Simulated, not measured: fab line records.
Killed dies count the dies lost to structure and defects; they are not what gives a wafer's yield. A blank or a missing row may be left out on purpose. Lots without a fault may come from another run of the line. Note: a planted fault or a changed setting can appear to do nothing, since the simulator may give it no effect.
Chamber matching || flow nand_harc || rie_diel-11 running NHARC_A_STAIRCASE_ETCHBACK_157: 4 sister chambers
The step etches the open film in CH3F/O2, target depth 90 nm, time 167.14 s. 8 wafers are shown with their chamber, then 7 later ones without.

WAFERS PAIRED WITH THEIR CHAMBERS
{"wafer": "L147.3", "chamber": 2, "showerhead_plenum_p_Torr (Torr)": 2.37, "drypump_motor_current_A (A)": 5.5}
{"wafer": "L149.4", "chamber": 0, "showerhead_plenum_p_Torr (Torr)": 2.27, "drypump_motor_current_A (A)": 6.2}
{"wafer": "L150.5", "chamber": 2, "showerhead_plenum_p_Torr (Torr)": 2.36, "drypump_motor_current_A (A)": 5.5}
{"wafer": "L152.2", "chamber": 3, "showerhead_plenum_p_Torr (Torr)": 2.38, "drypump_motor_current_A (A)": 6.4}
{"wafer": "L152.4", "chamber": 1, "showerhead_plenum_p_Torr (Torr)": 2.54, "drypump_motor_current_A (A)": 5.3}
{"wafer": "L152.5", "chamber": 0, "showerhead_plenum_p_Torr (Torr)": 2.27, "drypump_motor_current_A (A)": 6.3}
{"wafer": "L156.2", "chamber": 1, "showerhead_plenum_p_Torr (Torr)": 2.54, "drypump_motor_current_A (A)": 5.3}
{"wafer": "L156.3", "chamber": 3, "showerhead_plenum_p_Torr (Torr)": 2.37, "drypump_motor_current_A (A)": 6.5}

WAFERS WITHOUT THEIR CHAMBER
{"wafer": "L156.4", "showerhead_plenum_p_Torr (Torr)": 2.36, "drypump_motor_current_A (A)": 5.5}
{"wafer": "L158.2", "showerhead_plenum_p_Torr (Torr)": 2.37, "drypump_motor_current_A (A)": 6.4}
{"wafer": "L158.4", "showerhead_plenum_p_Torr (Torr)": 2.36, "drypump_motor_current_A (A)": 5.5}
{"wafer": "L158.6", "showerhead_plenum_p_Torr (Torr)": 2.53, "drypump_motor_current_A (A)": 5.3}
{"wafer": "L167.1", "showerhead_plenum_p_Torr (Torr)": 2.53, "drypump_motor_current_A (A)": 5.3}
{"wafer": "L167.2", "showerhead_plenum_p_Torr (Torr)": 2.65, "drypump_motor_current_A (A)": 6.2}
{"wafer": "L167.3", "showerhead_plenum_p_Torr (Torr)": 2.36, "drypump_motor_current_A (A)": 6.4}

WHICH CHAMBER EACH ONE RAN IN
{"wafer": "L156.4", "from the rows above": 2, "in truth": 2}
{"wafer": "L158.2", "from the rows above": 3, "in truth": 3}
{"wafer": "L158.4", "from the rows above": 2, "in truth": 2}
{"wafer": "L158.6", "from the rows above": 1, "in truth": 1}
{"wafer": "L167.1", "from the rows above": 1, "in truth": 1}
{"wafer": "L167.2", "from the rows above": 1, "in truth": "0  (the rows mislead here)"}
{"wafer": "L167.3", "from the rows above": 3, "in truth": 3}
Correct placement for 6 of the 7. Number that these rows cannot place: 0. 1 placed wrongly.
How it was worked out, from the rows above alone: a wafer's distance from a chamber is the root of the sum, over the readings, of the square of ((its reading less the chamber's mean) divided by the reading's scatter). The wafer belongs to the nearest chamber; if the next one is less than 2 further off, it can't be placed. The mean given for a chamber averages the wafers shown for that chamber. The scatter: take each reading less its chamber's mean, square it, sum over the shown wafers, divide by the number of wafers less the number of chambers, and take the root.
